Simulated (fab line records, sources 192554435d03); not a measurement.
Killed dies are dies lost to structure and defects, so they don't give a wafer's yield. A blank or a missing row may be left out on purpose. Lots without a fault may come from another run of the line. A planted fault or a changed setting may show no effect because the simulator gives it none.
Split-lot experiment | flow n5_finfet | 7 lots, 21 wafers read, on a route of 1938 steps

THE SPLIT
At N5_GATE_CUT_ETCH_58 (etches SiNx in CH3F/O2, target depth 17 nm, time 128.6 s), the setting time_s was moved away from the recipe's 128.6 s on 4 of the 21 wafers read, by -19.4% to +9.2%. The other wafers ran this setting at the recipe's value.

The reading is taken at the split's own step.

THE READING
etch.depth_nm (the simulator's own value, which no gauge read), in nm, at N5_GATE_CUT_ETCH_58 (etches SiNx in CH3F/O2, target depth 17 nm, time 128.6 s). The file gives no usual value for it. The 17 wafers here that ran the recipe average 16.89 nm, standard deviation 0.22 nm.

wafer  | tool, chamber at the split | time_s as run, s | against the recipe | etch.depth_nm, nm | against lot-mates on the recipe
L074.3 | rie_diel-03, 3             | 116.8            | -9.2%              | 15.27             | -1.74
L074.4 | rie_diel-03, 1             | 128.6            | recipe             | 16.95             | -
L074.6 | rie_diel-03, 2             | 128.6            | recipe             | 17.07             | -
L077.1 | rie_diel-03, 3             | 103.7            | -19.4%             | 13.44             | -3.33
L077.2 | rie_diel-03, 2             | 128.6            | recipe             | 16.82             | -
L077.5 | rie_diel-03, 3             | 128.6            | recipe             | 16.71             | -
L078.3 | rie_diel-05, 1             | 128.6            | recipe             | 16.99             | -
L078.5 | rie_diel-05, 0             | 128.6            | recipe             | 17.31             | -
L078.6 | rie_diel-05, 3             | 128.6            | recipe             | 17.16             | -
L081.1 | rie_diel-05, 2             | 128.6            | recipe             | 17.1              | -
L081.2 | rie_diel-05, 1             | 128.6            | recipe             | 16.79             | -
L081.4 | rie_diel-05, 0             | 128.6            | recipe             | 17.21             | -
L082.4 | rie_diel-03, 0,2           | 128.6            | recipe             | 16.77             | -
L082.5 | rie_diel-03, 0,2           | 128.6            | recipe             | 16.77             | -
L082.6 | rie_diel-03, 3             | 128.6            | recipe             | 16.59             | -
L084.2 | rie_diel-01, 3             | 128.6            | recipe             | 16.63             | -
L084.5 | rie_diel-01, 0             | 128.6            | recipe             | 16.91             | -
L084.6 | rie_diel-01, 3             | 128.6            | recipe             | 16.84             | -
L095.1 | rie_diel-01, 0             | 140.4            | +9.2%              | 18.5              | +2.01
L095.2 | rie_diel-01, 2             | 128.6            | recipe             | 16.49             | -
L095.3 | rie_diel-01, 1             | 140.4            | +9.2%              | 18.98             | +2.49
Where a row lists several chambers, the file gives one row for several wafers and doesn't say which wafer went through which chamber.

THE FIT
A straight line over all 21 wafers: etch.depth_nm changes by +0.185 nm for each +1% of time_s; r = +0.98; the points scatter about the line by 0.23 nm.
The same after taking each lot's own level away (the mean of its wafers on the recipe; 21 wafers): +0.195 nm for each +1%; r = +0.98; scatter 0.21 nm.
On that fit, the largest move of time_s shifts the reading by 3.8 nm.
The lots' own levels span 16.490 to 17.153 nm, that is 3.0 times the standard deviation above.
So the lot-to-lot level changes the slope little: the two slopes agree.
Check: with one of the wafers moved furthest among these (-19.4%) left out of the fit, the line predicts -4.33 nm for it against its lot-mates. It came out at -3.33 nm against them.

OTHER SPLITS ON THESE WAFERS
These wafers also went through other splits before the reading. Each is held against what the fit with the lots' levels taken away leaves over:
other split on the same wafers | wafers away from the commonest value | r with etch.depth_nm (lot level and that fit taken away)
N5_SDB_COAT_03 spin_rpm        | 7                                    | -0.01
N5_SDB_ETCH_25 time_s          | 11                                   | +0.06

THE FILE'S OWN FIT
etch.depth_nm changes by +0.186 nm for each +1% of time_s, r = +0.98.
